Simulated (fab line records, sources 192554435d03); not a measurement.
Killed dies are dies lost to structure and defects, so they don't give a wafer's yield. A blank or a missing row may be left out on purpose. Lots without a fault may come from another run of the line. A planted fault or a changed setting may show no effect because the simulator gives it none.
Chamber matching | flow n5_finfet | N5_BEOL_M3_STRIP_19 on rie_diel-02: 4 sister chambers
The step strips in O2. 14 wafers are shown with their chamber, then 7 later ones without.

WAFERS WITH THEIR CHAMBER
wafer  | chamber | drypump_motor_current_A (A) | showerhead_plenum_p_Torr (Torr) | throttle_valve_pct (%)
L083.1 | 2       | 6.1                         | 2.13                            | 16.72
L083.4 | 0       | 5.8                         | 2.12                            | 16.33
L083.6 | 2       | 6.1                         | 2.13                            | 16.71
L085.3 | 1       | 6.4                         | 2.23                            | 16.58
L085.4 | 2       | 6.1                         | 2.13                            | 16.73
L085.5 | 3       | 4.8                         | 2.03                            | 16.35
L089.3 | 2       | 6.1                         | 2.13                            | 16.75
L089.4 | 0       | 5.8                         | 2.12                            | 16.37
L089.6 | 1       | 6.4                         | 2.23                            | 16.59
L088.1 | 2       | 6.1                         | 2.13                            | 16.74
L088.4 | 0       | 5.8                         | 2.12                            | 16.38
L088.6 | 1       | 6.4                         | 2.23                            | 16.60
L092.2 | 3       | 4.7                         | 2.02                            | 16.39
L092.4 | 2       | 6.1                         | 2.12                            | 16.77

SIGNATURES (means of the wafers above)
reading                  | chamber 0 | chamber 1 | chamber 2 | chamber 3 | scatter within a chamber
drypump_motor_current_A  | 5.800     | 6.400     | 6.100     | 4.750     | 0.0224
showerhead_plenum_p_Torr | 2.1200    | 2.2300    | 2.1283    | 2.0250    | 0.00365
throttle_valve_pct       | 16.3600   | 16.5900   | 16.7367   | 16.3700   | 0.0218
Rule: a wafer's distance from a chamber is the root of the sum, over the readings, of the square of ((its reading less the chamber's mean) divided by the reading's scatter). The wafer belongs to the nearest chamber; if the next one is less than 2 further off, it can't be placed. The scatter: the root of (the sum of the squares of (reading less its chamber's mean) over the shown wafers, divided by (wafers less chambers)).

WAFERS WITHOUT THEIR CHAMBER
wafer  | drypump_motor_current_A (A) | showerhead_plenum_p_Torr (Torr) | throttle_valve_pct (%)
L092.5 | 5.8                         | 2.12                            | 16.38
L094.2 | 4.7                         | 2.02                            | 16.38
L094.4 | 6.4                         | 2.23                            | 16.61
L094.5 | 5.8                         | 2.12                            | 16.38
L097.1 | 6.4                         | 2.23                            | 16.62
L097.2 | 6.1                         | 2.12                            | 16.78
L097.5 | 6.1                         | 2.12                            | 16.78

WHICH CHAMBER EACH WENT THROUGH
wafer  | from the rows above | in truth
L092.5 | 0                   | 0
L094.2 | 3                   | 3
L094.4 | 1                   | 1
L094.5 | 0                   | 0
L097.1 | 1                   | 1
L097.2 | 2                   | 2
L097.5 | 2                   | 2
Placed correctly: 7 of 7. Can't be placed from these rows: 0. Placed wrongly: 0.
